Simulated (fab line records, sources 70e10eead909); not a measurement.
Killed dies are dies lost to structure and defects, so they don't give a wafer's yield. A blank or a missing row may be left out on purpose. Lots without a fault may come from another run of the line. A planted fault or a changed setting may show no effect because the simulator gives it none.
Problem report in the 8D (eight disciplines) form, filled by code | flow nand_harc | the parts of the form that need people (team, actions taken, sign-off) are left out

1. THE PROBLEM
oes_product_au at NHARC_A_CHANNEL_FILL_D1_ETCHBACK_19 reads a mean of 0.751 a.u. on 2 wafers of 1 lot; wafers without a fault read 1.000 a.u. with a standard deviation of 0.011. That is -23 standard deviations from the usual mean.
The step: etches the open film in HBr/Cl2, target depth 5 nm, time 1.7 s.
First seen on wafer L518.1, day 15 23:47, on rie_si-04. The record holds 39 wafers of 13 lots with a number at this step. Rule for "out", or "out of limits": more than 4 standard deviations from the usual mean. The other wafers with a number count as sound.

2. WHAT IT IS AND WHAT IT IS NOT
question                    | is                | is not
which readings at this step | oes_product_au    | drypump_motor_current_A, throttle_valve_pct
which lots                  | L518              | L505, L506, L507, L508, L509, L510, L511, L515, L524, L526, L527, L528
which wafers of those lots  | L518.1, L518.4    | L518.6
read on which tools         | rie_si-04         | rie_si-02, rie_si-03
when                        | from day 15 23:47 | up to then (25 sound wafers); but 12 sound wafers of L524, L526, L527, L528 came after

3. SUSPECTS, AND WHAT RULES EACH OUT
Counting: a tool at a process step up to the reading stays a suspect if it ran every lot that is out. Sound lots after the first of them don't rule it out here, since some wafers of a struck lot are sound.
- rie_diel-08 at NHARC_A_CHANNEL_HOLE_D1_ETCH_16 (etches the open film in O2/COS, target depth 3100 nm, time 806 s): kept. It ran the lot that is out, L518 (day 14 20:07). NHARC_A_CHANNEL_HOLE_D1_ETCH_16 gives no start for some lots, so the hours and the order of its lots are those of NHARC_A_CHANNEL_HOLE_D1_ETCH_24.
- har_etch-02 at NHARC_A_CHANNEL_HOLE_D1_ETCH_24 (etches the open film in C4F8/O2/Ar, time 906.2 s, target depth 1500 nm): kept. It ran the lot that is out, L518 (day 14 20:07); its last sound lot up to then is L510 (day 10 23:31).
- rie_si-04 at NHARC_A_CHANNEL_FILL_D1_ETCHBACK_19 (etches the open film in HBr/Cl2, target depth 5 nm, time 1.7 s): kept. It ran the lot that is out, L518 (day 15 23:47); its last sound lot up to then is L510 (day 12 04:23). Its own readings are out on those wafers: oes_product_au.
- Within rie_diel-08 at NHARC_A_CHANNEL_HOLE_D1_ETCH_16: the wafers that are out ran in chambers 0, 3; their sound lot-mates ran in chamber 1.
Left after counting: rie_diel-08 at NHARC_A_CHANNEL_HOLE_D1_ETCH_16, har_etch-02 at NHARC_A_CHANNEL_HOLE_D1_ETCH_24, rie_si-04 at NHARC_A_CHANNEL_FILL_D1_ETCHBACK_19.

4. THE CAUSE (what the simulator had put in)
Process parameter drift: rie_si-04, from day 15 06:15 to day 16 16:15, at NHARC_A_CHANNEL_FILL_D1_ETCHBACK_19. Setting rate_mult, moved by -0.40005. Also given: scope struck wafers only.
Counting left 3 suspects, and this tool is among them.

5. THE CHAIN OF EFFECTS, in route order
Each row: a reading whose mean over the struck wafers that have a number lies more than 3 standard deviations from the usual. Only readings for which the record gives a usual standard deviation are gone through. hours: the time from each lot's start at the first step in this table that gives one to its start at this step, as a median over the lots. sigmas: the change in usual standard deviations.
hours | step                                | reading        | usual      | on struck wafers | change | sigmas
0     | NHARC_A_CHANNEL_FILL_D1_ETCHBACK_19 | oes_product_au | 1.000 a.u. | 0.751            | -0.249 | -23
The process steps in it:
- NHARC_A_CHANNEL_FILL_D1_ETCHBACK_19: etches the open film in HBr/Cl2, target depth 5 nm, time 1.7 s.

6. WHAT WOULD HAVE CAUGHT IT SOONER
In this record the first reading out of limits was taken at day 15 23:47, 18 hours after the fault began at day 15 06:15.
